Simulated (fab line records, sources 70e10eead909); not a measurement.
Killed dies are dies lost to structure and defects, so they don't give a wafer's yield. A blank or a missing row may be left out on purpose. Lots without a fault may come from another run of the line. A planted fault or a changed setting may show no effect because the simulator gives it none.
fab line records | flow nand_harc
record lots=6 wafers=18 last_day=33
route steps=1302 shown A_M1@1175
lots that met no fault: from a run of the same line without faults
start_h: hours from the record's first day to the start of the lot's first wafer shown | wait_h: hours since the lot's step before | " the same as in the row above | L1.1+2: a row that stands for several wafers | - no value, or no start given | * or withheld: withheld | < > ~ a bound
route shown NAME@n: a module of which the file shows steps, and the number in the route of the first | usual: mean/standard deviation of fault-free wafers | same: alike in all rows | chamber/n: place in a boat | sites: the reading at each site | _std_site: their standard deviation | _edge_site: outer sites' mean less inner sites' | radius_mm: how far each site lies from the wafer's centre | mask NAME#n: copy n | behind: the tool/chamber that last shaped the wafer | hold: why the lot was held/for how many hours/how that ended | device: the transistor (n, p or np) that didn't switch | end of line: the same wafers' tests at the end of the route | a step without rows: its recipe alone | killed: dies lost to structure and defects at the first sort, not the wafer's yield | map: a wafer's dies, x killed, . not, _ none there
set.NAME: the setting as run; set.NAME@STEP: as run at that earlier step | model.NAME: the simulator's own value behind a step, which no gauge read
lots at some steps of the route; a table a step, a row a wafer
services: from which hour (start_h, from the record's first day; less than 0 if before it) a tool's chamber was out of use, for how many hours, and why
## steps
# step NHARC_A_M1_EBR_05
# step NHARC_A_M1_EXPOSE_06
# recipe na=1.35 target_cd_nm=120 dose_mj=75.13 mask_id=A_M1
# step NHARC_A_M1_PEB_07
# recipe peb_temp_c=100 peb_time_s=65
# step NHARC_A_M1_DEVELOP_08
# recipe develop_time_s=35 dev_temp_c=23
# step NHARC_A_M1_CD_MEAS_09
# recipe target_cd_nm=120 landing_energy_ev=500
# usual cd_nm=119.9/0.69
# same landing_energy_ev=500
# columns lot.wafer tool chamber start_h wait_h cd_nm
L963.2 cd_sem-03 0 575.33 - 120.0
L963.4 " 0 " " 120.0
L963.6 " 0 " " 119.6
L973.1 cd_sem-03 0 662.52 - 119.2
L973.3 " 0 " " 120.1
L973.6 " 0 " " 119.8
L972.2 cd_sem-02 0 668.49 - 121.5
L972.5 " 0 " " 119.8
L972.6 " 0 " " 119.4
L975.2 cd_sem-02 0 700.78 - 121.7
L975.3 " 0 " " 119.5
L975.6 " 0 " " 120.9
L979.1 cd_sem-02 0 745.06 - 120.7
L979.2 " 0 " " 121.0
L979.6 " 0 " " 120.7
L981.1 cd_sem-03 0 762.62 - 120.7
L981.4 " 0 " " 119.5
L981.6 " 0 " " 120.9
# step NHARC_A_M1_OVL_MEAS_10
# recipe pitch_nm=240
# usual overlay_x_nm=0.2/0.82 overlay_y_nm=0.0/0.67
# columns lot.wafer tool chamber start_h wait_h overlay_x_nm overlay_y_nm
L963.2 overlay-01 - 575.41 - -0.4 0.8
L963.4 " - " " -0.7 0.5
L963.6 " - " " -0.2 0.3
L973.1 overlay-02 - 662.61 - -0.4 0.8
L973.3 " - " " -0.3 0.3
L973.6 " - " " -0.6 0.6
L972.2 overlay-02 - 668.58 - 1.5 -0.7
L972.5 " - " " 1.2 -0.7
L972.6 " - " " 1.1 -0.4
L975.2 overlay-02 - 700.86 - -0.1 -0.1
L975.3 " - " " 0.5 0.3
L975.6 " - " " -0.1 0.3
L979.1 overlay-02 - 745.14 - -0.8 0.0
L979.2 " - " " -0.3 -0.3
L979.6 " - " " 0.0 -0.4
L981.1 overlay-01 - 762.71 - -0.6 1.3
L981.4 " - " " -0.2 1.5
L981.6 " - " " -0.2 0.9
# step NHARC_A_M1_INSPECT_11
# usual raw_defect_count=89/37
# columns lot.wafer tool chamber start_h wait_h raw_defect_count
L963.2 defect_inspect-02 - 575.45 0.0 121
L963.4 " - " " 117
L963.6 " - " " 108
L973.1 defect_inspect-01 - 662.65 0.0 76
L973.3 " - " " 80
L973.6 " - " " 86
L972.2 defect_inspect-01 - 668.62 0.0 150
L972.5 " - " " 160
L972.6 " - " " 154
L975.2 defect_inspect-02 - 700.90 0.0 89
L975.3 " - " " 94
L975.6 " - " " 89
L979.1 defect_inspect-01 - 745.18 0.0 82
L979.2 " - " " 104
L979.6 " - " " 90
L981.1 defect_inspect-02 - 762.75 0.0 82
L981.4 " - " " 76
L981.6 " - " " 61
# step NHARC_A_M1_DESCUM_14
# recipe time_s=3 o2_flow_sccm=200 ar_flow_sccm=0 bias_power_w=0 chemistry=O2
# usual drypump_motor_current_A=5.8/0.47 oes_product_au=1.001/0.011 rf_vpp_V=57.8/0.91 showerhead_plenum_p_Torr=1.91/0.07 throttle_valve_pct=11.312/0.0092
# same time_s=3
# columns lot.wafer tool chamber start_h wait_h drypump_motor_current_A oes_product_au rf_hours_counter_h rf_vpp_V showerhead_plenum_p_Torr throttle_valve_pct
L963.2 rie_diel-12 2 575.53 0.1 5.8 0.992 5.4 59.3 1.96 11.326
L963.4 " 3 " " 5.3 1.006 5.3 57.2 2.01 11.316
L963.6 " 1 " " 5.0 0.976 - 56.7 1.81 11.308
L973.1 rie_diel-03 1 662.72 0.1 5.5 0.981 0.3 58.0 1.85 11.310
L973.3 " 3 " " 5.6 1.015 0.3 57.8 1.93 11.319
L973.6 " 1 " " 5.5 0.987 - 57.2 1.85 11.329
L972.2 rie_diel-12 1 668.69 0.1 5.1 0.996 2.8 57.0 1.81 11.325
L972.6 " 0 " " 6.7 1.005 - 57.8 1.84 11.290
L972.5 " 1 " " 5.1 1.005 - 57.3 1.81 11.300
L975.3 rie_diel-03 2 700.96 0.1 5.5 1.009 0.8 59.6 1.85 11.301
L975.2 " 1 " " 5.5 0.991 0.8 56.9 1.85 11.313
L975.6 " 2 " " 5.5 1.018 - 58.5 1.85 11.316
L979.2 rie_diel-03 3 745.25 0.1 5.6 1.009 1.7 58.5 1.93 11.303
L979.1 " 1 " " 5.5 1.004 1.6 56.2 1.85 11.313
L979.6 " 2 " " 5.5 1.025 - 58.3 1.85 11.320
L981.4 rie_diel-10 3 762.82 0.1 6.1 0.989 9.7 58.4 1.91 11.304
L981.1 " 1 " " 5.9 0.985 9.5 58.1 1.86 11.313
L981.6 " 3 " " 6.1 0.994 - 57.6 1.91 11.327
# step NHARC_A_M1_ETCH_35
# recipe target_depth_a=400 overetch_a=120 time_s=43.94 ion_energy_ev=200 n2_flow_sccm=150 h2_flow_sccm=150 ar_flow_sccm=0 rf_w=400 bias_w=150 chemistry=N2/H2
# usual bias_w=150.0/0.47 chamber_pressure_mTorr=30.000/0.026 drypump_motor_current_A=5.8/0.47 oes_product_au=1.001/0.012 rf_vpp_V=430.5/2.1 showerhead_plenum_p_Torr=2.04/0.076 throttle_valve_pct=14.171/0.01
# same time_s=43.94
# columns lot.wafer tool chamber start_h wait_h bias_w chamber_pressure_mTorr drypump_motor_current_A oes_product_au rf_hours_counter_h rf_vpp_V showerhead_plenum_p_Torr throttle_valve_pct
L963.4 rie_diel-12 0 575.60 0.1 150.3 29.976 6.7 1.005 5.4 429.2 1.96 14.198
L963.2 " 2 " " 150.4 29.956 5.8 0.984 5.4 431.4 2.09 14.163
L963.6 " 1 " " 150.2 30.011 5.0 0.989 - 428.1 1.93 14.181
L973.1 rie_diel-03 3 662.79 0.1 150.4 29.978 5.6 1.019 0.3 431.2 2.06 14.186
L973.3 " 1 " " 151.0 29.987 5.5 1.003 0.3 427.7 1.97 14.174
L973.6 " 3 " " 149.9 29.974 5.6 1.014 - 430.9 2.06 14.162
L972.2 rie_diel-12 2 668.78 0.1 149.7 29.985 5.8 0.988 3.0 431.8 2.09 14.178
L972.6 " 3 " " 149.6 29.993 5.3 0.997 - 432.6 2.14 14.169
L972.5 " 0 " " 150.3 30.053 6.8 1.007 - 428.9 1.96 14.178
L975.3 rie_diel-03 2 701.04 0.1 150.2 29.951 5.5 1.014 0.8 429.4 1.97 14.178
L975.2 " 0 " " 150.7 30.002 5.7 0.990 0.9 433.4 2.15 14.161
L975.6 " 2 " " 150.3 30.067 5.5 1.015 - 429.1 1.97 14.163
L979.1 rie_diel-03 1 745.34 0.1 149.5 29.977 5.5 1.001 1.6 427.1 1.97 14.158
L979.2 " 2 " " 150.3 30.020 5.5 1.007 1.5 427.9 1.97 14.188
L979.6 " 0 " " 149.9 29.992 5.7 1.000 - 433.8 2.14 14.189
L981.1 rie_diel-10 2 762.89 0.1 149.5 29.964 6.8 1.014 9.6 429.8 1.99 14.188
L981.4 " 0 " " 149.9 30.012 6.4 1.023 9.7 434.3 2.13 14.185
L981.6 " 2 " " 150.1 30.002 6.7 1.011 - 430.0 1.99 14.168
# step NHARC_A_M1_ETCH_15
# recipe target_depth_a=1825 time_s=91.2 c4f8_flow_sccm=withheld ar_flow_sccm=400 rf_w=600 bias_w=300 chemistry=C4F8/Ar
# usual bias_w=300.2/0.9 chamber_pressure_mTorr=25.003/0.02 oes_product_au=0.953/0.023 rf_vpp_V=440.8/2.3
# same time_s=91.2
# columns lot.wafer tool chamber start_h wait_h bias_w chamber_pressure_mTorr oes_product_au rf_hours_counter_h rf_vpp_V
L963.4 rie_diel-12 3 - - 299.9 24.956 0.926 5.4 443.5
L963.2 " 2 " " 300.1 25.010 0.913 5.4 443.4
L963.6 " 0 " " 300.3 25.002 0.932 - 437.1
L973.3 rie_diel-03 3 - - 300.5 24.981 0.982 0.3 442.9
L973.1 " 1 " " 300.0 25.001 0.948 0.3 439.3
L973.6 " 0 " " 300.0 25.008 0.964 - 443.7
L972.2 rie_diel-12 0 - - 300.8 25.042 0.983 1.8 438.0
L972.5 " 2 " " 300.6 25.027 0.982 - 440.6
L972.6 " 3 " " 299.8 25.016 0.998 - 443.2
L975.2 rie_diel-03 1 - - 300.2 24.978 0.943 0.9 438.9
L975.3 " 2 " " 301.8 25.034 0.963 0.9 439.1
L975.6 " 3 " " 300.0 25.010 0.952 - 441.7
L979.1 rie_diel-03 1 - - 299.8 25.019 0.983 1.6 438.5
L979.2 " 2 " " 299.7 24.996 0.975 1.5 438.9
L979.6 " 1 " " 299.4 24.988 0.986 - 438.7
L981.1 rie_diel-10 3 - - 299.4 24.981 0.920 9.7 439.9
L981.4 " 2 " " 299.2 24.982 0.932 9.6 439.7
L981.6 " 3 " " 301.2 25.011 0.928 - 441.7
# step NHARC_A_M1_CD_MEAS_16
# usual cd_nm=119.7/1
# columns lot.wafer tool chamber start_h wait_h cd_nm
L963.2 cd_sem-01 - 575.82 - 120.1
L963.4 " - " " 120.9
L963.6 " - " " 119.0
L973.1 cd_sem-02 - 663.01 - 119.5
L973.3 " - " " 119.4
L973.6 " - " " 119.6
L972.2 cd_sem-03 - 668.98 - 121.0
L972.5 " - " " 119.8
L972.6 " - " " 119.6
L975.2 cd_sem-01 - 701.27 - 121.2
L975.3 " - " " 118.5
L975.6 " - " " 119.1
L979.1 cd_sem-03 - 745.55 - 119.6
L979.2 " - " " 119.8
L979.6 " - " " 119.5
L981.1 cd_sem-01 - 763.11 - 118.9
L981.4 " - " " 120.0
L981.6 " - " " 120.5
# step NHARC_A_M1_STRIP_18
# recipe power_w=1000 n2_flow_sccm=150 h2_flow_sccm=150 ar_flow_sccm=0 bias_w=0 chemistry=N2/H2
# usual drypump_motor_current_A=5.8/0.5 oes_product_au=1.001/0.011 rf_vpp_V=90.6/0.99 showerhead_plenum_p_Torr=2.04/0.079 throttle_valve_pct=14.170/0.0094
# columns lot.wafer tool chamber start_h wait_h drypump_motor_current_A oes_product_au rf_hours_counter_h rf_vpp_V showerhead_plenum_p_Torr throttle_valve_pct
L963.4 rie_diel-10 1 575.89 0.1 5.9 0.998 10.9 89.5 1.99 14.170
L963.2 " 3 " " 6.1 0.988 9.1 92.2 2.04 14.172
L963.6 " 1 " " 5.9 0.998 - 90.6 1.99 14.171
L973.3 rie_diel-12 2 663.09 0.1 5.9 1.014 2.4 90.8 2.09 14.155
L973.1 " 0 " " 6.7 1.017 1.2 90.1 1.96 14.168
L973.6 " 3 " " 5.3 1.015 - 91.7 2.14 14.180
L972.2 rie_diel-10 3 669.08 0.1 6.1 0.996 3.2 90.8 2.04 14.176
L972.5 " 2 " " 6.7 1.018 - 89.5 1.99 14.173
L972.6 " 3 " " 6.1 1.001 - 91.2 2.04 14.160
L975.3 rie_diel-03 2 701.34 0.1 5.5 1.005 0.9 89.8 1.97 14.168
L975.2 " 3 " " 5.6 0.993 1.0 91.5 2.06 14.178
L975.6 " 2 " " 5.5 1.014 - 90.3 1.97 14.174
L979.2 rie_diel-12 2 745.65 0.1 5.8 0.993 7.0 92.3 2.09 14.169
L979.1 " 3 " " 5.3 1.020 7.0 92.2 2.14 14.167
L979.6 " 3 " " 5.3 1.016 - 91.2 2.14 14.182
L981.1 rie_diel-03 1 763.22 0.1 5.5 0.993 2.2 90.1 1.97 14.179
L981.4 " 0 " " 5.7 0.988 - 92.0 2.14 14.153
L981.6 " 2 " " 5.5 1.005 - 89.6 1.97 14.158
# step NHARC_A_M1_ETCH_28
# recipe target_depth_a=300 over_etch_frac=0.3 time_s=72.99 ion_energy_ev=150 cf4_flow_sccm=50 n2_flow_sccm=100 ar_flow_sccm=150 rf_w=300 bias_w=100 chemistry=CF4/N2
# usual bias_w=100.0/0.32 cf4_flow_sccm=49.99/0.14 drypump_motor_current_A=5.7/0.48 oes_product_au=1.000/0.012 rf_vpp_V=314.1/1.7 showerhead_plenum_p_Torr=2.62/0.093 throttle_valve_pct=19.793/0.0097 time_s=72.99/0
# columns lot.wafer tool chamber start_h wait_h bias_w cf4_flow_sccm drypump_motor_current_A oes_product_au rf_hours_counter_h rf_vpp_V showerhead_plenum_p_Torr throttle_valve_pct time_s
L963.4 rie_diel-10 1 576.13 - 100.2 50.11 5.9 1.014 11.0 312.4 2.56 19.794 72.99
L963.2 " 2 " " 100.3 49.94 6.7 0.983 9.4 313.2 2.57 19.781 72.99
L963.6 " 1 " " 100.0 50.19 5.9 0.998 - 312.8 2.56 19.803 72.99
L973.1 rie_diel-12 1 663.33 - 100.6 49.77 5.1 0.999 2.2 312.1 2.49 19.795 72.99
L973.3 " 2 " " 100.0 49.77 5.8 0.990 2.5 315.5 2.68 19.790 72.99
L973.6 " 2 " " 99.7 50.00 5.9 0.991 - 315.6 2.69 19.795 72.99
L972.2 rie_diel-10 2 669.31 - - - - - - - - - -
L972.5 " 0 " " - - - - - - - - -
L972.6 " 1 " " - - - - - - - - -
L975.2 rie_diel-03 0 701.60 - - - - - - - - - -
L975.3 " 1 " " - - - - - - - - -
L975.6 " 3 " " - - - - - - - - -
L979.2 rie_diel-12 3 745.91 - 99.8 49.86 5.3 1.017 7.1 316.5 2.75 19.780 72.99
L979.1 " 1 " " 99.9 50.25 5.1 1.006 7.6 313.2 2.49 19.804 72.99
L979.6 " 1 " " 100.3 49.88 5.1 1.007 - 311.4 2.49 19.802 72.99
L981.1 rie_diel-03 1 763.48 - 100.3 49.84 5.5 1.005 2.3 312.7 2.54 19.779 72.99
L981.4 " 2 " " 99.6 50.23 5.6 1.019 - 311.5 2.55 19.797 72.99
L981.6 " 0 " " 99.7 50.04 5.8 1.008 - 315.9 2.75 19.773 72.99
# step NHARC_A_M1_STRIP_19
# recipe time_s=600 temp_c=30 chemistry=post_etch_residue_remover
## services
# columns tool chamber start_h hours kind
rie_diel-03 0 569.54 - clean
rie_diel-03 1 569.54 - clean
rie_diel-03 2 569.54 - clean
rie_diel-03 3 569.54 - clean
rie_diel-03 2 584.49 4.5 repair
rie_diel-03 0 594.04 - clean
rie_diel-03 1 594.04 - clean
rie_diel-03 2 594.04 - clean
rie_diel-03 3 594.04 - clean
rie_diel-10 - 596.50 9.0 pm
rie_diel-03 1 599.66 1.2 repair
rie_diel-03 0 618.55 - clean
rie_diel-03 1 618.55 - clean
rie_diel-03 2 618.55 - clean
rie_diel-12 - 622.40 9.0 pm
rie_diel-12 0 631.63 20.0 repair
rie_diel-03 - 639.54 9.0 pm
rie_diel-10 3 656.52 2.0 repair
rie_diel-12 - 658.92 0.5 repair
rie_diel-03 2 719.51 5.3 repair
rie_diel-12 2 728.10 3.0 repair
rie_diel-12 0 743.53 4.4 repair
rie_diel-03 - 744.34 0.4 repair
rie_diel-03 3 760.18 8.2 repair
## key
first_sign step=NHARC_A_M1_ETCH_28 reading=tool_record direction=missing
effect none on later readings
met_at NHARC_A_M1_ETCH_28
struck_wafers L972.2,L972.5,L972.6,L975.2,L975.3,L975.6
later_rows_left_out L972.2,L972.5,L972.6,L975.2,L975.3,L975.6
sort_left_out L972.2,L972.5,L972.6,L975.2,L975.3,L975.6
onset_between 576.13 669.31
earlier_fault kind=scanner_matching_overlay tool=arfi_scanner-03 chamber=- onset_h=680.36 steps=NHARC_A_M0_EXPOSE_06 offset=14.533
fault kind=skipped_step_whole tool=rie_diel-03,rie_diel-10 chamber=- onset_h=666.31 steps=NHARC_A_M1_ETCH_28 scope=struck_lots_only
# sort_left_out: the simulated sort isn't trusted on such a fault, so these wafers' sort isn't shown, and their yield isn't known
# later_rows_left_out: the simulator's readings of these wafers behind a module that went badly wrong aren't trusted and aren't shown, but for the sort
